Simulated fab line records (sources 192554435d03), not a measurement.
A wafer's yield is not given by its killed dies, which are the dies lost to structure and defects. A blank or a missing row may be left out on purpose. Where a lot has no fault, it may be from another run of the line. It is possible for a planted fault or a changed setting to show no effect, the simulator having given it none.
fab line records	flow n5_finfet
record: lots: 10	wafers: 30	last_day: 18
route steps=1938 shown GATE_CUT@498 MOL_CONTACT_COAG@528 PASSIVATION@1936
lots that met no fault: from a run of the same line without faults
start_h: hours from the record's opening day to when the first of the lot's shown wafers began	wait_h: hours elapsed since this lot's preceding step	" unchanged from the row above	L1.1+2: a row that stands for several wafers	- no value present, or no start provided	* or withheld: withheld	< > ~ a bound
route shown NAME@n: NAME is a module with steps in the file, n the number in the route of the first one	usual: the fault-free wafers' mean and standard deviation	same: alike in all rows	chamber/n: place in a boat	sites: per-site readings	_std_site: the values' standard deviation	_edge_site: mean of outer sites minus mean of inner sites	radius_mm: how far each site lies from the wafer's centre	mask NAME#n: copy n	behind: the last tool/chamber to shape the wafer	hold: why the lot went on hold/how many hours it stayed there/how the hold came to an end	device: transistor that didn't switch, given as n, p or np	end of line: the tests these same wafers got at the end of their route	a step given without rows: its recipe and nothing more	killed: dies that structure and defects cost at the first sort, which is not the same as the wafer's yield	map: per-die view of a wafer (x killed, . not killed, _ where there is no die)
set.NAME: the setting the step ran with; set.NAME@STEP: the setting that earlier step ran with	model.NAME: the simulator's own value behind a step, which no gauge read
the route's steps for a sample of lots (tables are steps, rows are wafers)
services: from which hour (start_h, from the record's first day; less than 0 if before it) a tool's chamber was out of use, for how many hours, and why
== steps ==
step: N5_GATE_CUT_STRIP_42
recipe: chemistry: O2	power_w: 400	temp_c: 40	pressure_mtorr: 30	rf_frequency_hz: 6e+07	bias_power_w: 0	overash_fraction: 0.3	o2_flow_sccm: 225
usual: drypump_motor_current_A: 5.7/0.56	oes_product_au: 0.81/0.085	rf_vpp_V: 3.6/0.49	showerhead_plenum_p_Torr: 2.08/0.061	throttle_valve_pct: 16.68/0.19
lot.wafer	tool	chamber	start_h	wait_h	drypump_motor_current_A	oes_product_au	rf_hours_counter_h	rf_vpp_V	showerhead_plenum_p_Torr	throttle_valve_pct
L703.1	rie_diel-06	3	91.92	0.0	4.9	0.76	125	4.1	2.10	16.67
L703.3	"	0	"	"	6.5	0.71	243	3.7	2.16	16.95
L703.6	"	0	"	"	6.5	0.70	-	3.3	2.16	16.99
L704.2	rie_diel-04	0	98.03	0.0	6.0	0.99	6	3.3	2.06	16.44
L704.3	"	1	"	"	5.1	0.93	15	3.8	2.15	16.68
L704.5	"	1	"	"	5.1	0.93	-	3.5	2.14	16.68
L706.1	rie_diel-06	2	109.56	0.0	5.7	0.79	115	4.4	2.01	16.72
L706.4	"	3	"	"	4.9	0.76	130	3.4	2.10	16.69
L706.6	"	1	"	"	6.0	0.72	-	4.6	2.17	16.95
L707.1	rie_diel-04	2	116.07	0.0	5.2	0.72	177	3.8	2.01	16.73
L707.2	"	0	"	"	6.0	0.97	12	3.8	2.06	16.45
L707.4	"	3	"	"	5.6	0.80	105	3.5	2.03	16.77
L712.2	rie_diel-04	3	146.32	0.0	5.6	0.80	114	3.0	2.03	16.77
L712.4	"	1	"	"	5.1	0.90	28	3.1	2.14	16.70
L712.5	"	0	"	"	6.0	0.94	-	3.1	2.06	16.47
L713.2	rie_diel-06	2	152.72	0.0	5.7	0.78	129	4.0	2.01	16.74
L713.4	"	0	"	"	6.5	0.97	5	4.1	2.15	16.49
L713.6	"	3	"	"	4.9	0.74	-	3.4	2.09	16.70
L715.3	rie_diel-04	2	163.01	0.0	5.2	0.71	191	3.9	2.00	16.77
L715.4	"	3	"	"	5.6	0.79	119	2.9	2.03	16.80
L715.5	"	1	"	"	5.1	0.89	-	3.8	2.14	16.70
L716.1	rie_diel-04	3	165.00	0.0	5.6	0.79	119	4.2	2.03	16.78
L716.2	"	2	"	"	5.2	0.70	191	3.9	2.00	16.77
L716.5	"	1	"	"	5.1	0.88	-	4.8	2.14	16.70
L722.3	rie_diel-04	3	204.84	0.0	5.6	0.77	132	4.2	2.02	16.80
L722.4	"	2	"	"	5.2	0.69	204	4.2	2.00	16.78
L722.5	"	3	"	"	5.6	0.78	-	3.4	2.02	16.82
L723.1	rie_diel-04	3	208.87	0.0	5.6	0.78	133	4.1	2.02	16.82
L723.3	"	1	"	"	5.1	0.86	48	3.3	2.13	16.75
L723.4	"	2	"	"	5.2	0.70	205	3.6	2.00	16.79
step: N5_GATE_CUT_ETCH_19
recipe: chemistry: CH3F/O2	target: SiNx	mask_material: SiO2	target_depth_a: 537	time_s: 76.7	pressure_mtorr: 30	source_w: 395	bias_w: 73	Ar_flow_sccm: 150	CH3F_flow_sccm: 30	O2_flow_sccm: 20	ion_energy_ev: 120	ends: cleared
usual: drypump_motor_current_A: 5.7/0.56	etch_rf_on_time_s: 76.8/1.8	oes_product_au: 0.69/0.075	rf_vpp_V: 297/5.3	showerhead_plenum_p_Torr: 1.98/0.056	throttle_valve_pct: 16.34/0.18
lot.wafer	tool	chamber	start_h	wait_h	drypump_motor_current_A	etch_rf_on_time_s	oes_product_au	rf_hours_counter_h	rf_vpp_V	showerhead_plenum_p_Torr	throttle_valve_pct
L703.1	rie_diel-06	3	91.96	0.0	4.9	78.6	0.65	125	304	2.02	16.43
L703.3	"	0	"	"	6.5	76.9	0.59	243	297	2.05	16.60
L703.6	"	0	"	"	6.5	77.6	0.60	-	295	2.05	16.59
L704.2	rie_diel-04	0	98.07	0.0	6.0	75.7	0.85	6	302	1.98	16.16
L704.3	"	1	"	"	5.1	74.0	0.80	15	299	2.03	16.26
L704.5	"	1	"	"	5.1	74.8	0.80	-	299	2.03	16.25
L706.1	rie_diel-06	2	109.60	0.0	5.7	76.9	0.67	115	286	1.92	16.39
L706.4	"	3	"	"	4.9	78.6	0.64	130	304	2.01	16.43
L706.6	"	1	"	"	6.0	78.9	0.61	-	297	2.07	16.59
L707.1	rie_diel-04	2	116.11	0.0	5.2	78.5	0.61	177	296	1.91	16.37
L707.2	"	0	"	"	6.0	75.2	0.84	12	303	1.98	16.18
L707.4	"	3	"	"	5.6	76.4	0.69	105	292	1.93	16.41
L712.2	rie_diel-04	3	146.36	0.0	5.6	76.5	0.69	114	295	1.93	16.42
L712.4	"	1	"	"	5.1	75.4	0.76	28	299	2.03	16.30
L712.5	"	0	"	"	6.0	75.3	0.81	-	302	1.97	16.21
L713.2	rie_diel-06	2	152.76	0.0	5.7	77.1	0.66	129	286	1.91	16.40
L713.4	"	0	"	"	6.5	75.1	0.81	5	296	2.04	16.10
L713.6	"	3	"	"	4.9	79.2	0.63	-	303	2.01	16.45
L715.3	rie_diel-04	2	163.05	0.0	5.2	79.7	0.59	191	296	1.90	16.42
L715.4	"	3	"	"	5.6	76.8	0.68	119	295	1.93	16.44
L715.5	"	1	"	"	5.1	75.2	0.77	-	297	2.02	16.29
L716.1	rie_diel-04	3	165.04	0.0	5.6	76.5	0.67	119	293	1.93	16.44
L716.2	"	2	"	"	5.2	78.6	0.60	191	296	1.90	16.42
L716.5	"	1	"	"	5.1	74.7	0.77	-	298	2.02	16.30
L722.3	rie_diel-04	3	204.88	0.0	5.6	76.4	0.67	132	294	1.93	16.46
L722.4	"	2	"	"	5.2	78.8	0.59	204	296	1.90	16.43
L722.5	"	3	"	"	5.6	75.5	0.67	-	294	1.93	16.46
L723.1	rie_diel-04	3	208.91	0.0	5.6	76.4	0.67	133	294	1.92	16.46
L723.3	"	1	"	"	5.1	74.0	0.74	48	299	2.02	16.34
L723.4	"	2	"	"	5.2	79.0	0.59	205	297	1.90	16.44
step: N5_GATE_CUT_CMP_23
recipe: stop_on: SiO2	t_overpolish_s: 23.4	post_cmp_clean: alkaline_brush	down_force_psi: 2.5	platen_rpm: 51.8	pad_velocity_m_s: 1.0307	target_thk_nm: 16
usual: motor_current_A: 9.1/0.72	overpolish_run_s: 23.399/0.0092	time_to_endpoint_s: 19.5/2.8
lot.wafer	tool	chamber	start_h	wait_h	motor_current_A	overpolish_run_s	time_to_endpoint_s
L703.3	cmp-01	2	94.33	0.8	9.3	23.405	20.9
L703.1	"	3	"	"	8.0	23.400	22.4
L703.6	"	2	"	"	9.8	23.402	21.3
L704.2	cmp-04	1	100.28	0.8	10.1	23.417	14.4
L704.3	"	2	"	"	8.5	23.406	19.7
L704.5	"	3	"	"	8.8	23.403	19.3
L706.1	cmp-04	1	112.01	1.0	9.9	23.390	14.7
L706.4	"	3	"	"	8.5	23.411	20.6
L706.6	"	1	"	"	10.1	23.410	14.8
L707.1	cmp-01	2	118.15	0.8	10.3	23.398	17.4
L707.4	"	0	"	"	9.2	23.410	17.9
L707.2	"	1	"	"	9.0	23.400	21.9
L712.2	cmp-01	2	148.40	0.8	9.8	23.408	16.1
L712.4	"	0	"	"	9.2	23.393	18.8
L712.5	"	2	"	"	9.4	23.397	16.0
L713.2	cmp-01	1	154.80	0.8	8.9	23.398	20.6
L713.4	"	3	"	"	8.2	23.396	17.6
L713.6	"	2	"	"	9.8	23.390	14.9
L715.4	cmp-04	2	165.19	0.8	8.9	23.398	22.0
L715.3	"	3	"	"	8.3	23.389	21.6
L715.5	"	3	"	"	8.1	23.400	23.8
L716.2	cmp-02	2	167.12	0.8	9.4	23.401	19.6
L716.1	"	0	"	"	10.7	23.391	19.7
L716.5	"	2	"	"	9.5	23.405	22.3
L722.3	cmp-04	3	208.00	0.8	8.8	23.406	22.4
L722.4	"	1	"	"	10.3	23.390	17.1
L722.5	"	3	"	"	8.2	23.393	23.1
L723.1	cmp-02	0	210.99	0.8	10.5	23.414	15.4
L723.4	"	1	"	"	9.0	23.400	16.5
L723.3	"	2	"	"	9.7	23.389	19.1
step: N5_GATE_CUT_CMP_61
recipe: stop_on: SiNx	t_overpolish_s: 3	post_cmp_clean: alkaline_brush	down_force_psi: 4	platen_rpm: 27.09	pad_velocity_m_s: 0.539
usual: motor_current_A: 12.3/0.93
lot.wafer	tool	chamber	start_h	wait_h	motor_current_A
L703.3	cmp-01	1	95.17	0.3	12.0
L703.1	"	3	"	"	10.3
L703.6	"	1	"	"	11.6
L704.2	cmp-04	2	101.01	0.4	11.9
L704.3	"	1	"	"	14.0
L704.5	"	2	"	"	12.6
L706.4	cmp-01	3	112.81	0.3	10.6
L706.1	"	1	"	"	12.5
L706.6	"	3	"	"	10.5
L707.1	cmp-04	0	118.95	0.4	12.7
L707.4	"	1	"	"	13.6
L707.2	"	3	"	"	11.4
L712.2	cmp-02	0	149.21	0.4	13.8
L712.4	"	1	"	"	12.5
L712.5	"	1	"	"	11.9
L713.4	cmp-01	0	155.60	0.4	12.5
L713.2	"	3	"	"	10.8
L713.6	"	0	"	"	12.5
L715.4	cmp-01	2	165.99	0.4	13.5
L715.3	"	0	"	"	12.1
L715.5	"	3	"	"	11.1
L716.2	cmp-02	1	167.89	0.4	12.5
L716.1	"	2	"	"	13.0
L716.5	"	1	"	"	12.6
L722.3	cmp-02	0	208.77	0.4	14.6
L722.4	"	3	"	"	11.5
L722.5	"	1	"	"	12.7
L723.4	cmp-04	3	211.75	0.4	11.6
L723.3	"	1	"	"	14.0
L723.1	"	2	"	"	12.1
step: N5_GATE_CUT_INSPECT_26
recipe: inspect_instrument: darkfield	mode: post_cmp
usual: raw_defect_count: 42/21
lot.wafer	tool	chamber	start_h	wait_h	raw_defect_count
L703.1	defect_inspect-01	-	95.37	0.0	18
L703.3	"	-	"	"	22
L703.6	"	-	"	"	26
L704.2	defect_inspect-01	-	101.24	0.0	18
L704.3	"	-	"	"	18
L704.5	"	-	"	"	56
L706.1	defect_inspect-01	-	113.01	0.0	32
L706.4	"	-	"	"	58
L706.6	"	-	"	"	26
L707.1	defect_inspect-01	-	119.18	0.0	95
L707.2	"	-	"	"	93
L707.4	"	-	"	"	45
L712.2	defect_inspect-02	-	149.44	0.0	23
L712.4	"	-	"	"	30
L712.5	"	-	"	"	16
L713.2	defect_inspect-02	-	155.84	0.0	35
L713.4	"	-	"	"	492
L713.6	"	-	"	"	482
L715.3	defect_inspect-02	-	166.23	0.0	489
L715.4	"	-	"	"	29
L715.5	"	-	"	"	19
L716.1	defect_inspect-02	-	168.12	0.0	31
L716.2	"	-	"	"	14
L716.5	"	-	"	"	21
L722.3	defect_inspect-01	-	209.00	0.0	38
L722.4	"	-	"	"	39
L722.5	"	-	"	"	47
L723.1	defect_inspect-01	-	211.98	0.0	44
L723.3	"	-	"	"	52
L723.4	"	-	"	"	60
step: N5_MOL_CONTACT_COAG_INSPECT_10
recipe: mode: adi	inspect_instrument: brightfield
usual: raw_defect_count: 73/33
lot.wafer	tool	chamber	start_h	wait_h	raw_defect_count
L703.1	defect_inspect-01	-	95.75	0.1	41
L703.3	"	-	"	"	43
L703.6	"	-	"	"	53
L704.2	defect_inspect-02	-	101.76	0.0	46
L704.3	"	-	"	"	50
L704.5	"	-	"	"	81
L706.1	defect_inspect-01	-	113.52	0.1	47
L706.4	"	-	"	"	107
L706.6	"	-	"	"	50
L707.1	defect_inspect-01	-	119.57	0.1	156
L707.2	"	-	"	"	164
L707.4	"	-	"	"	89
L712.2	defect_inspect-01	-	149.83	0.0	44
L712.4	"	-	"	"	52
L712.5	"	-	"	"	24
L713.2	defect_inspect-02	-	156.35	0.0	62
L713.4	"	-	"	"	526
L713.6	"	-	"	"	496
L715.3	defect_inspect-02	-	166.61	0.0	512
L715.4	"	-	"	"	55
L715.5	"	-	"	"	39
L716.1	defect_inspect-02	-	168.63	0.1	48
L716.2	"	-	"	"	31
L716.5	"	-	"	"	30
L722.3	defect_inspect-01	-	209.53	0.0	66
L722.4	"	-	"	"	80
L722.5	"	-	"	"	61
L723.1	defect_inspect-02	-	212.37	0.1	65
L723.3	"	-	"	"	91
L723.4	"	-	"	"	111
step: N5_PASSIVATION_PROBE_49
usual: killed_at_M0_to_M3: 33/11	killed_at_M4_up: 14/5	killed_at_contacts: 11/7.3	killed_at_front_end: 43/12	killed_at_other: 4/3.1	killed_dies: 106/17	killed_on_rim: 14/3.8	killed_open: 69/13	killed_short: 34/8.7
same: gross_dies: 1180	killed_at_back_side: 0
lot.wafer	tool	chamber	start_h	wait_h	killed_at_M0_to_M3	killed_at_M4_up	killed_at_contacts	killed_at_front_end	killed_at_other	killed_dies	killed_on_rim	killed_open	killed_short
L713.2	prober-02	-	357.36	0.1	26	10	14	38	1	89	15	56	31
L713.4	prober-02	-	357.46	0.2	28	16	3	412	4	463	59	55	44
L713.6	prober-02	-	357.56	0.3	34	16	7	393	2	452	53	69	41
L715.3	prober-02	-	384.38	0.1	21	4	16	394	6	441	55	52	34
L715.4	prober-02	-	384.43	0.2	21	10	15	41	7	94	12	58	35
L715.5	prober-02	-	384.48	0.2	44	10	13	42	6	115	11	82	33
L716.1	prober-02	-	407.13	0.0	35	10	26	37	2	110	13	80	28
L716.2	prober-02	-	407.18	0.1	27	16	31	60	4	138	14	102	30
L716.5	prober-02	-	407.33	0.2	25	19	51	36	5	136	20	104	26
killed by level:class
L713.2 MOL_CONTACT_COAG:geometric_particle:open=11 FIN_SAQP:geometric_particle:short=7 GATE_CUT:geometric_particle:short=7 BEOL_M0_SAQP:geometric_particle:short=6 BEOL_M0_SAQP:geometric_particle:open=6 BEOL_M2:geometric_particle:open=5 BEOL_M3:geometric_particle:open=5 STARTING-WAFER:geometric_particle:open=5
L713.4 GATE_CUT:unspecified=359 GATE_CUT:geometric_particle:short=13 FIN_SAQP:geometric_particle:open=10 FIN_SAQP:geometric_particle:short=9 BEOL_M4:geometric_particle:open=9 BEOL_M0_SAQP:geometric_particle:open=7 BEOL_M0_SAQP:geometric_particle:short=6 STI_FIN_REVEAL:geometric_particle:open=5
L713.6 GATE_CUT:unspecified=340 FIN_SAQP:geometric_particle:short=17 FIN_SAQP:geometric_particle:open=9 BEOL_M0_SAQP:geometric_particle:open=9 BEOL_M2:geometric_particle:open=8 BEOL_M4:geometric_particle:open=7 DUMMY_GATE:geometric_particle:open=5 GATE_CUT:geometric_particle:short=5
L715.3 GATE_CUT:unspecified=355 MOL_CONTACT_COAG:geometric_particle:open=13 BEOL_M0_SAQP:geometric_particle:short=12 STI_FIN_REVEAL:geometric_particle:open=11 FIN_SAQP:geometric_particle:open=8 FIN_SAQP:geometric_particle:short=5 STI_FIN_REVEAL:geometric_particle:short=4 DUMMY_GATE:geometric_particle:open=4
L715.4 MOL_CONTACT_COAG:geometric_particle:open=13 FIN_SAQP:geometric_particle:open=10 STI_FIN_REVEAL:geometric_particle:open=10 FIN_SAQP:geometric_particle:short=6 BEOL_M1:geometric_particle:open=6 BEOL_M0_SAQP:geometric_particle:short=5 STI_FIN_REVEAL:geometric_particle:short=4 GATE_CUT:geometric_particle:short=4
L715.5 STI_FIN_REVEAL:geometric_particle:open=15 BEOL_M0_SAQP:geometric_particle:open=13 BEOL_M0_SAQP:geometric_particle:short=12 MOL_CONTACT_COAG:geometric_particle:open=11 FIN_SAQP:geometric_particle:open=10 BEOL_M1:geometric_particle:open=7 BEOL_M1:geometric_particle:short=5 BEOL_M2:geometric_particle:open=5
L716.1 MOL_CONTACT_COAG:geometric_particle:open=20 STI_FIN_REVEAL:geometric_particle:open=16 BEOL_M1:geometric_particle:open=10 BEOL_M0_SAQP:geometric_particle:open=9 FIN_SAQP:geometric_particle:open=6 MOL_CONTACT_COAG:geometric_particle:short=6 STI_FIN_REVEAL:geometric_particle:short=5 BEOL_M2:geometric_particle:short=5
L716.2 MOL_CONTACT_COAG:geometric_particle:open=26 STI_FIN_REVEAL:geometric_particle:open=24 BEOL_M0_SAQP:geometric_particle:open=7 FIN_SAQP:geometric_particle:open=6 BEOL_M0_SAQP:geometric_particle:short=6 HKMG_FIN:area_etch=6 FIN_SAQP:geometric_particle:short=5 STI_FIN_REVEAL:geometric_particle:short=5
L716.5 MOL_CONTACT_COAG:geometric_particle:open=44 BEOL_M4:geometric_particle:open=12 FIN_SAQP:geometric_particle:open=9 STI_FIN_REVEAL:geometric_particle:open=8 MOL_CONTACT_COAG:geometric_particle:short=7 BEOL_M0_SAQP:geometric_particle:short=5 BEOL_M1:geometric_particle:open=5 HKMG_FIN:area_etch=5
== services ==
tool	chamber	start_h	hours	kind
cmp-01	-	74.32	0.8	repair
cmp-04	-	79.42	0.4	repair
rie_diel-06	0	116.68	-	clean
rie_diel-06	0	116.68	-	consumable_replace:focus_ring
cmp-01	-	122.23	2.0	repair
cmp-01	-	149.83	0.3	repair
rie_diel-04	-	153.50	0.6	repair
cmp-02	-	158.84	4.6	pm
rie_diel-06	1	160.12	7.3	repair
cmp-02	-	164.31	1.0	repair
cmp-01	-	178.30	3.8	pm
cmp-01	-	184.37	8.5	repair
cmp-04	-	184.95	0.2	repair
rie_diel-06	1	198.28	9.6	repair
== key ==
first_sign: step: N5_GATE_CUT_INSPECT_26	reading: raw_defect_count	direction: up	sigmas: 22	usual: 42	struck: 488
effect: step: N5_MOL_CONTACT_COAG_INSPECT_10	reading: raw_defect_count	direction: up	sigmas: 13	usual: 73	struck: 511
effect: step: N5_PASSIVATION_PROBE_49	reading: killed_at_front_end	direction: up	sigmas: 30	usual: 43	struck: 400
more_kills_born_at: N5_GATE_CUT_CMP_61@cmp-01: 1053
met_at N5_GATE_CUT_CMP_61
struck_lots L713,L715
struck_wafers L713.4,L713.6,L715.3
tester_left_out L713,L715
not_acting_at N5_GATE_CUT_STRIP_42,N5_GATE_CUT_ETCH_19,N5_GATE_CUT_CMP_23
fault: kind: chamber_particle_source	tool: cmp-01	chamber: 0	onset_h: 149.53	steps: N5_GATE_CUT_CMP_61	rate_per_visit_cm2: 0.68734	end_h: 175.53
tester_left_out: of these lots the tester's yield and bins aren't shown, on N5 and GAA mostly nor the transistor test; their killed dies are dies lost to structure and defects alone, not to doping, threshold or leakage, so they don't give the yield
